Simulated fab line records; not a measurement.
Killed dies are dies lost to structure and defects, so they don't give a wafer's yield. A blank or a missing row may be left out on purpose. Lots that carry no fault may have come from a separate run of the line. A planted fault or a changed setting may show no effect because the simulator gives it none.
Split-lot study || flow n5_finfet || 7 lots, 21 wafers read, on a route of 1938 steps

== ON THE SPLIT ==
At N5_BEOL_M5_COAT_66 (time 60 s, resist thk 12 nm), the setting spin_rpm was moved away from the recipe's 1500 rpm on 10 of the 21 wafers read, by -10.2% to +9.8%. For the rest of the wafers, this setting stayed at what the recipe calls for.

== FROM THE SPLIT TO THE READING: what the file shows between them, 9 steps ==
- N5_BEOL_M5_COAT_22: resist thk 30 nm (also split here: spin_rpm)
- N5_BEOL_M5_EBR_24
- N5_BEOL_M5_SOFTBAKE_23: time 60 s
- N5_BEOL_M5_EXPOSE_25: exposes mask V4, defocus 10 nm
- N5_BEOL_M5_PEB_26: peb time 60 s
- N5_BEOL_M5_DEVELOP_27: develop time 30 s
- N5_BEOL_M5_DESCUM_33: chemistry O2, time 7 s
- N5_BEOL_M5_ETCH_75: etches underlayer in N2/H2, target depth 6.5 nm, time 5.2 s
- N5_BEOL_M5_ETCH_67: etches SiARC in CF4, target depth 15.6 nm, time 26 s

== THE READING ==
SiARC_of_BEOL_M5_COAT_66.thk_nm (the simulator's own value, which no gauge read), in nm, at N5_BEOL_M5_ETCH_68 (etches SOC in N2/H2, target depth 80 nm, overetch 16 nm, time 120 s). There is no usual value for it anywhere in the file. Across the 11 wafers here that went through the recipe, the average is 6.4 nm and the standard deviation 0.12 nm.

{"wafer": "L075.2", "tool, chamber at the split": "litho_track-01, 0", "spin_rpm as run, rpm": 1500, "against the recipe": "recipe", "SiARC_of_BEOL_M5_COAT_66.thk_nm, nm": 6.6, "against lot-mates on the recipe": "-"}
{"wafer": "L075.4", "tool, chamber at the split": "litho_track-01, 0", "spin_rpm as run, rpm": 1647, "against the recipe": "+9.8%", "SiARC_of_BEOL_M5_COAT_66.thk_nm, nm": 6, "against lot-mates on the recipe": -0.6}
{"wafer": "L075.5", "tool, chamber at the split": "litho_track-01, 0", "spin_rpm as run, rpm": 1647, "against the recipe": "+9.8%", "SiARC_of_BEOL_M5_COAT_66.thk_nm, nm": 6, "against lot-mates on the recipe": -0.6}
{"wafer": "L077.1", "tool, chamber at the split": "litho_track-03, 0", "spin_rpm as run, rpm": 1593, "against the recipe": "+6.2%", "SiARC_of_BEOL_M5_COAT_66.thk_nm, nm": 6.2, "against lot-mates on the recipe": "no lot-mate on the recipe"}
{"wafer": "L077.2", "tool, chamber at the split": "litho_track-03, 0", "spin_rpm as run, rpm": 1593, "against the recipe": "+6.2%", "SiARC_of_BEOL_M5_COAT_66.thk_nm, nm": 6, "against lot-mates on the recipe": "no lot-mate on the recipe"}
{"wafer": "L077.3", "tool, chamber at the split": "litho_track-03, 0", "spin_rpm as run, rpm": 1593, "against the recipe": "+6.2%", "SiARC_of_BEOL_M5_COAT_66.thk_nm, nm": 5.8, "against lot-mates on the recipe": "no lot-mate on the recipe"}
{"wafer": "L083.2", "tool, chamber at the split": "litho_track-02, 0", "spin_rpm as run, rpm": 1500, "against the recipe": "recipe", "SiARC_of_BEOL_M5_COAT_66.thk_nm, nm": 6.4, "against lot-mates on the recipe": "-"}
{"wafer": "L083.4", "tool, chamber at the split": "litho_track-02, 0", "spin_rpm as run, rpm": 1500, "against the recipe": "recipe", "SiARC_of_BEOL_M5_COAT_66.thk_nm, nm": 6.4, "against lot-mates on the recipe": "-"}
{"wafer": "L083.5", "tool, chamber at the split": "litho_track-02, 0", "spin_rpm as run, rpm": 1500, "against the recipe": "recipe", "SiARC_of_BEOL_M5_COAT_66.thk_nm, nm": 6.4, "against lot-mates on the recipe": "-"}
{"wafer": "L080.1", "tool, chamber at the split": "litho_track-01, 0", "spin_rpm as run, rpm": 1500, "against the recipe": "recipe", "SiARC_of_BEOL_M5_COAT_66.thk_nm, nm": 6.6, "against lot-mates on the recipe": "-"}
{"wafer": "L080.3", "tool, chamber at the split": "litho_track-01, 0", "spin_rpm as run, rpm": 1593, "against the recipe": "+6.2%", "SiARC_of_BEOL_M5_COAT_66.thk_nm, nm": 6, "against lot-mates on the recipe": -0.4}
{"wafer": "L080.6", "tool, chamber at the split": "litho_track-01, 0", "spin_rpm as run, rpm": 1500, "against the recipe": "recipe", "SiARC_of_BEOL_M5_COAT_66.thk_nm, nm": 6.2, "against lot-mates on the recipe": "-"}
{"wafer": "L085.3", "tool, chamber at the split": "litho_track-01, 0", "spin_rpm as run, rpm": 1595, "against the recipe": "+6.3%", "SiARC_of_BEOL_M5_COAT_66.thk_nm, nm": 6.2, "against lot-mates on the recipe": -0.2}
{"wafer": "L085.5", "tool, chamber at the split": "litho_track-01, 0", "spin_rpm as run, rpm": 1595, "against the recipe": "+6.3%", "SiARC_of_BEOL_M5_COAT_66.thk_nm, nm": 5.8, "against lot-mates on the recipe": -0.6}
{"wafer": "L085.6", "tool, chamber at the split": "litho_track-01, 0", "spin_rpm as run, rpm": 1500, "against the recipe": "recipe", "SiARC_of_BEOL_M5_COAT_66.thk_nm, nm": 6.4, "against lot-mates on the recipe": "-"}
{"wafer": "L090.2", "tool, chamber at the split": "litho_track-01, 0", "spin_rpm as run, rpm": 1500, "against the recipe": "recipe", "SiARC_of_BEOL_M5_COAT_66.thk_nm, nm": 6.4, "against lot-mates on the recipe": "-"}
{"wafer": "L090.5", "tool, chamber at the split": "litho_track-01, 0", "spin_rpm as run, rpm": 1500, "against the recipe": "recipe", "SiARC_of_BEOL_M5_COAT_66.thk_nm, nm": 6.4, "against lot-mates on the recipe": "-"}
{"wafer": "L090.6", "tool, chamber at the split": "litho_track-01, 0", "spin_rpm as run, rpm": 1376, "against the recipe": "-8.3%", "SiARC_of_BEOL_M5_COAT_66.thk_nm, nm": 7, "against lot-mates on the recipe": "+0.6"}
{"wafer": "L091.2", "tool, chamber at the split": "litho_track-01, 0", "spin_rpm as run, rpm": 1347, "against the recipe": "-10.2%", "SiARC_of_BEOL_M5_COAT_66.thk_nm, nm": 7.2, "against lot-mates on the recipe": "+0.9"}
{"wafer": "L091.3", "tool, chamber at the split": "litho_track-01, 0", "spin_rpm as run, rpm": 1500, "against the recipe": "recipe", "SiARC_of_BEOL_M5_COAT_66.thk_nm, nm": 6.4, "against lot-mates on the recipe": "-"}
{"wafer": "L091.4", "tool, chamber at the split": "litho_track-01, 0", "spin_rpm as run, rpm": 1500, "against the recipe": "recipe", "SiARC_of_BEOL_M5_COAT_66.thk_nm, nm": 6.2, "against lot-mates on the recipe": "-"}

FIT RESULTS
A straight line over all 21 wafers: SiARC_of_BEOL_M5_COAT_66.thk_nm changes by -0.0619 nm for each +1% of spin_rpm; r = -0.91; the points scatter about the line by 0.15 nm.
The same after taking each lot's own level away (the mean of its wafers on the recipe; 18 wafers): -0.0704 nm for each +1%; r = -0.95; scatter 0.12 nm.
According to that fit, moving spin_rpm by its largest amount changes the reading by 0.72 nm.
Across the lots, their own levels run from 6.30 to 6.60 nm, a range of 2.5 times the standard deviation given above.
Thus the slope moves with the lot-to-lot level: the two fits are different.
Check: +0.669 nm against its lot-mates is what the line predicts for one of the wafers moved furthest among these (-10.2%) when that wafer is left out of the fit. Against them it came out at +0.9 nm.

== THE OTHER SPLITS THESE WAFERS WENT THROUGH ==
These wafers also went through other splits before the reading. Each is held against what the fit with the lots' levels taken away leaves over:
{"other split on the same wafers": "N5_BEOL_M1_COAT_68 spin_rpm", "wafers away from the commonest value": 8, "r with SiARC_of_BEOL_M5_COAT_66.thk_nm (lot level and that fit taken away)": "+0.08"}
{"other split on the same wafers": "N5_BEOL_M2_EXPOSE_25 dose_mj", "wafers away from the commonest value": 9, "r with SiARC_of_BEOL_M5_COAT_66.thk_nm (lot level and that fit taken away)": "+0.26"}
{"other split on the same wafers": "N5_BEOL_M2_ETCH_70 time_s", "wafers away from the commonest value": 5, "r with SiARC_of_BEOL_M5_COAT_66.thk_nm (lot level and that fit taken away)": -0.33}
{"other split on the same wafers": "N5_BEOL_M3_COAT_76 spin_rpm", "wafers away from the commonest value": 8, "r with SiARC_of_BEOL_M5_COAT_66.thk_nm (lot level and that fit taken away)": "+0.16"}
{"other split on the same wafers": "N5_BEOL_M4_ETCH_64 bias_w", "wafers away from the commonest value": 7, "r with SiARC_of_BEOL_M5_COAT_66.thk_nm (lot level and that fit taken away)": -0.07}
{"other split on the same wafers": "N5_BEOL_M4_COAT_22 spin_rpm", "wafers away from the commonest value": 6, "r with SiARC_of_BEOL_M5_COAT_66.thk_nm (lot level and that fit taken away)": -0.20}
{"other split on the same wafers": "N5_BEOL_M5_COAT_22 spin_rpm", "wafers away from the commonest value": 5, "r with SiARC_of_BEOL_M5_COAT_66.thk_nm (lot level and that fit taken away)": -0.43}

== THE WHOLE CHAIN: every reading that the file lists as answering this split, in the file's order ==
{"step": "N5_BEOL_M5_COAT_66", "what it does": "time 60 s, resist thk 12 nm", "reading": "SiARC_of_BEOL_M5_COAT_66.thk_nm (the simulator's own value, which no gauge read)", "change (the file's fit)": "-0.0633 nm for each +1% of the setting", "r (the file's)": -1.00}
{"step": "N5_BEOL_M5_ETCH_67", "what it does": "etches SiARC in CF4, target depth 15.6 nm, time 26 s", "reading": "etch.depth_nm (the simulator's own value, which no gauge read)", "change (the file's fit)": "-0.0619 nm for each +1% of the setting", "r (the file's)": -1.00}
{"step": "N5_BEOL_M5_ETCH_68", "what it does": "etches SOC in N2/H2, target depth 80 nm, overetch 16 nm, time 120 s", "reading": "SiARC_of_BEOL_M5_COAT_66.thk_nm (the simulator's own value, which no gauge read)", "change (the file's fit)": "-0.0721 nm for each +1% of the setting", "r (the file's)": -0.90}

== THE FILE'S OWN FIT ==
SiARC_of_BEOL_M5_COAT_66.thk_nm changes by -0.0721 nm for each +1% of spin_rpm, r = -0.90.
